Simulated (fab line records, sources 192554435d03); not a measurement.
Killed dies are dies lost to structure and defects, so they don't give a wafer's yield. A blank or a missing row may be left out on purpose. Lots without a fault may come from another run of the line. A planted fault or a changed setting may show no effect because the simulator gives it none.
Split-lot experiment | flow n5_finfet | 7 lots, 21 wafers read, on a route of 1938 steps

THE SPLIT
At N5_BEOL_M3_EXPOSE_25 (exposes mask V2, defocus 5 nm), the setting dose_mj was moved away from the recipe's 63 on 6 of the 21 wafers read, by -7.4% to +5.5%. The other wafers ran this setting at the recipe's value.

FROM THE SPLIT TO THE READING: what the file shows between them, 2 steps
- N5_BEOL_M3_PEB_26: peb time 60 s
- N5_BEOL_M3_DEVELOP_27: develop time 30 s

THE READING
cd_nm, in nm, at N5_BEOL_M3_CD_MEAS_28 (target cd 25.7 nm, target cd y 23.3 nm). Fault-free wafers of this fab line usually give 25.64 nm, standard deviation 0.22 nm.

wafer  | tool, chamber at the split | dose_mj as run | against the recipe | cd_nm, nm | against lot-mates on the recipe
L074.1 | euv_scanner-01, 0          | 61.79          | -1.9%              | 25.40     | -0.42
L074.2 | euv_scanner-01, 0          | 61.79          | -1.9%              | 25.59     | -0.23
L074.5 | euv_scanner-01, 0          | 63             | recipe             | 25.82     | -
L079.1 | euv_scanner-01, 0          | 63             | recipe             | 25.72     | -
L079.2 | euv_scanner-01, 0          | 63             | recipe             | 25.33     | -
L079.5 | euv_scanner-01, 0          | 66.44          | +5.5%              | 26.60     | +1.08
L081.2 | euv_scanner-01, 0          | 60.98          | -3.2%              | 25.08     | -0.53
L081.4 | euv_scanner-01, 0          | 63             | recipe             | 25.70     | -
L081.5 | euv_scanner-01, 0          | 63             | recipe             | 25.51     | -
L083.4 | euv_scanner-02, 0          | 63             | recipe             | 26.05     | -
L083.5 | euv_scanner-02, 0          | 63             | recipe             | 25.41     | -
L083.6 | euv_scanner-02, 0          | 63             | recipe             | 25.73     | -
L092.1 | euv_scanner-02, 0          | 63             | recipe             | 25.23     | -
L092.4 | euv_scanner-02, 0          | 63             | recipe             | 25.22     | -
L092.6 | euv_scanner-02, 0          | 63             | recipe             | 25.48     | -
L094.2 | euv_scanner-02, 0          | 58.31          | -7.4%              | 23.90     | -2.11
L094.3 | euv_scanner-02, 0          | 63             | recipe             | 26.01     | -
L094.4 | euv_scanner-02, 0          | 58.31          | -7.4%              | 24.78     | -1.23
L095.1 | euv_scanner-02, 0          | 63             | recipe             | 25.49     | -
L095.2 | euv_scanner-02, 0          | 63             | recipe             | 25.45     | -
L095.6 | euv_scanner-02, 0          | 63             | recipe             | 25.29     | -

THE FIT
A straight line over all 21 wafers: cd_nm changes by +0.166 nm for each +1% of dose_mj; r = +0.85; the points scatter about the line by 0.28 nm.
The same after taking each lot's own level away (the mean of its wafers on the recipe; 21 wafers): +0.213 nm for each +1%; r = +0.94; scatter 0.21 nm.
On that fit, the largest move of dose_mj shifts the reading by 1.6 nm.
The lots' own levels span 25.310 to 26.010 nm, that is 3.2 times the standard deviation above.
So the lot-to-lot level changes the slope: the two fits differ.
Check: with one of the wafers moved furthest among these (-7.4%) left out of the fit, the line predicts -1.29 nm for it against its lot-mates. It came out at -2.11 nm against them.

THE FILE'S OWN FIT
cd_nm changes by +0.208 nm for each +1% of dose_mj, r = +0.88.
